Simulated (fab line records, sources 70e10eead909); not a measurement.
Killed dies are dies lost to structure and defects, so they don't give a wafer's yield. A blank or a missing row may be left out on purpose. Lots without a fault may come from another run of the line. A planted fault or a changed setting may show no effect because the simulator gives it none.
A struck lot beside a sound one | flow nand_harc | 41 steps out of a route of 1159
Sound: wafers L964.3, L964.4, L964.6. Struck: wafers L971.2, L971.3, L971.4. The cause comes at the end.
At each step with rows: each side's tool, then ch and its chambers, then its first start. Under that, the readings that differ: sound wafers | struck wafers | difference of the means | sigmas: that difference in standard deviations of wafers without a fault.
alike: readings whose means differ by less than 2 such deviations, and words and numbers that are the same on both sides. not compared: withheld readings, readings that some wafer has no value for, bounds like >300 that may hide the same value, and numbers for which the record gives no deviation and whose values overlap.
The two part at a step that has a row with sigmas, a row that says differs or no value, or rows on one side only. Numbers that don't overlap but have no deviation are shown without sigmas and don't part them. A reading that every wafer of one side lacks parts them only if that side has two wafers or more.

first, 7 steps without rows for these wafers: NHARC_P_GATE_HMDS_52 (time 30 s); NHARC_P_GATE_COAT_53; NHARC_P_GATE_SOFTBAKE_54 (time 95 s); NHARC_P_GATE_EBR_55; NHARC_P_GATE_EXPOSE_56 (exposes mask P PSD, target cd 720 nm); NHARC_P_GATE_PEB_57 (peb time 85 s); NHARC_P_GATE_DEVELOP_58 (time 70 s).
NHARC_P_GATE_CD_MEAS_59: target cd 720 nm.
  sound on cd_sem-02 ch 0, day 5 10:10; struck on cd_sem-03 ch 0, day 7 01:55
  alike: cd_nm
then, 1 step without rows for these wafers: NHARC_P_GATE_HARDBAKE_60 (time 80 s).
NHARC_P_GATE_DESCUM_61: chemistry O2, time 3 s.
  sound on rie_diel-10 ch 0,2,3, day 5 10:22; struck on rie_diel-11 ch 1,2,3, day 7 02:05
  alike: drypump_motor_current_A, oes_product_au, rf_vpp_V, showerhead_plenum_p_Torr, throttle_valve_pct
  not compared: rf_hours_counter_h
then, 1 step without rows for these wafers: NHARC_P_GATE_IMPLANT_62.
NHARC_P_GATE_STRIP_112: strips in N2/H2, time 200 s.
  sound on plasma_asher-02 ch 0,1, day 5 11:01; struck on plasma_asher-02 ch 0,1, day 7 02:27
  alike: drypump_motor_current_A, heater_power_w
  not compared: rf_hours_counter_h
NHARC_P_GATE_STRIP_76: strips in O2.
  sound on plasma_asher-02 ch 0,1, day 5 11:12; struck on plasma_asher-02 ch 0,1, day 7 02:43
  alike: drypump_motor_current_A, heater_power_w
  not compared: rf_hours_counter_h
then, 9 steps without rows for these wafers: NHARC_P_GATE_STRIP_63 (strips in SPM, time 900 s); NHARC_P_GATE_DEHYDRATE_83 (time 120 s); NHARC_P_GATE_HMDS_84 (time 30 s); NHARC_P_GATE_COAT_85; NHARC_P_GATE_SOFTBAKE_86 (time 95 s); NHARC_P_GATE_EBR_87; NHARC_P_GATE_EXPOSE_88 (exposes mask P HVN, target cd 2000 nm); NHARC_P_GATE_PEB_89 (peb time 85 s); NHARC_P_GATE_DEVELOP_90 (time 70 s).
NHARC_P_GATE_CD_MEAS_91: target cd 2000 nm.
  sound on cd_sem-01 ch 0, day 5 11:59; struck on cd_sem-01 ch 0, day 7 03:30
  alike: cd_nm
then, 1 step without rows for these wafers: NHARC_P_GATE_HARDBAKE_92 (time 80 s).
NHARC_P_GATE_DESCUM_93: chemistry O2, time 3 s.
  sound on rie_diel-10 ch 0,1,3, day 5 12:08; struck on rie_diel-08 ch 1,2,3, day 7 03:40
  alike: drypump_motor_current_A, oes_product_au, rf_vpp_V, showerhead_plenum_p_Torr, throttle_valve_pct
  not compared: rf_hours_counter_h
then, 2 steps without rows for these wafers: NHARC_P_GATE_IMPLANT_94; NHARC_P_GATE_STRIP_113 (strips in N2/H2, time 740 s).
NHARC_P_GATE_STRIP_95: strips in O2.
  sound on plasma_asher-01 ch 0,1, day 5 13:15; struck on plasma_asher-02 ch 0,1, day 7 04:44
  alike: drypump_motor_current_A, heater_power_w
  not compared: rf_hours_counter_h
then, 9 steps without rows for these wafers: NHARC_P_GATE_STRIP_96 (strips in SPM, time 900 s); NHARC_P_GATE_RTA_64 (time 1 s); NHARC_P_GATE_ETCH_77 (etches SiO2 in dHF, target depth 6 nm); NHARC_P_GATE_DEGAS_109 (time 60 s); NHARC_P_GATE_PRE_CLEAN_110 (time 30 s); NHARC_P_GATE_SPUTTER_78 (material Ni, target thk 10 nm); NHARC_P_GATE_SPUTTER_79 (material TiN, target thk 10 nm); NHARC_P_GATE_RTA_80 (time 30 s); NHARC_P_GATE_STRIP_67 (strips in SPM, time 600 s).
NHARC_P_GATE_RTA_82: time 30 s.
  sound on rtp_anneal-01 ch 0, day 5 14:55; struck on rtp_anneal-02 ch 0, day 7 06:23
  reading            | sound             | struck            | difference | sigmas
  lamp_power_pct (%) | 3.84 3.84 3.83    | 3.76 3.76 3.76    | -0.08      | -2
  wafer_temp_C_max   | 451.0 451.2 450.7 | 453.2 453.9 453.1 | +2.4       | +3
NHARC_P_GATE_INSPECT_68:
  sound on defect_inspect-02, day 5 15:03; struck on defect_inspect-01, day 7 06:34
  reading          | sound       | struck       | difference | sigmas
  raw_defect_count | 219 210 391 | 1021 938 874 | +671       | +8
then, 1 step without rows for these wafers: NHARC_P_CONTACT_DEP_30 (deposits SiNx, target thk 30 nm).
-- the record jumps here: 14 days lie between the struck wafers' starts before and after (it left off in module P_CONTACT and takes up again in module END, whose first step shown is number 1159 of the route) --
NHARC_END_SORT_01:
  the record has rows for the struck wafers here (prober-01 ch 0, day 20 19:27) and none for the sound ones

WHERE THEY PART
First at NHARC_P_GATE_RTA_82; last, within this record, at NHARC_END_SORT_01.

WHY: what the simulator had put in
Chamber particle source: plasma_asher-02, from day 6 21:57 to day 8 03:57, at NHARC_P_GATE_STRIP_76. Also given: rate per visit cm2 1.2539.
